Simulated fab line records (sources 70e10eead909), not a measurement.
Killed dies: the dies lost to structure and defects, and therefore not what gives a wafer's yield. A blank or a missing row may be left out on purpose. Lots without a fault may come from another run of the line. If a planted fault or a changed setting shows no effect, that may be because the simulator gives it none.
Matching of chambers ; flow nand harc ; NHARC_A_STAIRCASE_TRIM_220 on rie diel-13 has 4 sister chambers
The step chemistry O2, time 211.2 s. 16 wafers are shown with their chamber, then 8 later ones without.

WAFERS, EACH WITH ITS CHAMBER
wafer;chamber;showerhead plenum p Torr (Torr);drypump motor current A (A);oes product au (a.u.)
L074.1;2;3.66;5.6;0.997
L074.2;0;3.38;5.5;0.989
L074.3;3;3.46;5.6;1.013
L077.2;2;3.66;5.6;1.007
L077.4;3;3.45;5.6;1.012
L077.5;3;3.45;5.6;1.002
L083.1;2;3.65;5.7;1.006
L083.4;0;3.37;5.5;0.995
L083.6;3;3.45;5.6;1.000
L079.1;3;3.45;5.6;1.007
L079.2;0;3.37;5.5;0.986
L079.6;0;3.37;5.5;0.984
L088.1;0;3.37;5.5;0.997
L088.3;1;3.45;5.2;1.008
L088.4;2;3.65;5.7;0.998
L090.2;0;3.36;5.5;0.999

SIGNATURES, as means of the wafers listed above
reading;chamber 0;chamber 1;chamber 2;chamber 3;scatter within a chamber
showerhead plenum p Torr;3.3700;3.4500;3.6550;3.4520;0.00563
drypump motor current A;5.500;5.200;5.650;5.600;0.0289
oes product au;0.99167;1.00800;1.00200;1.00680;0.00583
Rule: for a wafer and a chamber, the distance is found by dividing, reading by reading, the gap between the wafer's reading and the chamber's mean by the reading's scatter, squaring, summing and taking the root. The wafer belongs to the nearest chamber; if the next one is less than 2 further off, it can't be placed. How the scatter is found: for the shown wafers, subtract from each reading the mean of its chamber, square and add these, divide the total by (wafers less chambers), then take the root.

WAFERS WHOSE CHAMBER IS MISSING
wafer;showerhead plenum p Torr (Torr);drypump motor current A (A);oes product au (a.u.)
L090.4;3.64;5.6;1.000
L090.5;3.44;5.6;0.998
L093.1;3.64;5.7;0.999
L093.3;3.36;5.5;1.000
L093.4;3.44;5.6;0.991
L095.2;3.36;5.5;1.000
L095.4;3.44;5.2;1.002
L095.6;3.64;5.6;0.998

WHICH CHAMBER EACH ONE RAN IN
wafer;from the rows above;in truth
L090.4;2;2
L090.5;3;3
L093.1;2;2
L093.3;0;0
L093.4;3;3
L095.2;0;0
L095.4;1;1
L095.6;2;2
Placed correctly: 8 of 8. Not placeable from these rows: 0. Placed wrongly: 0.
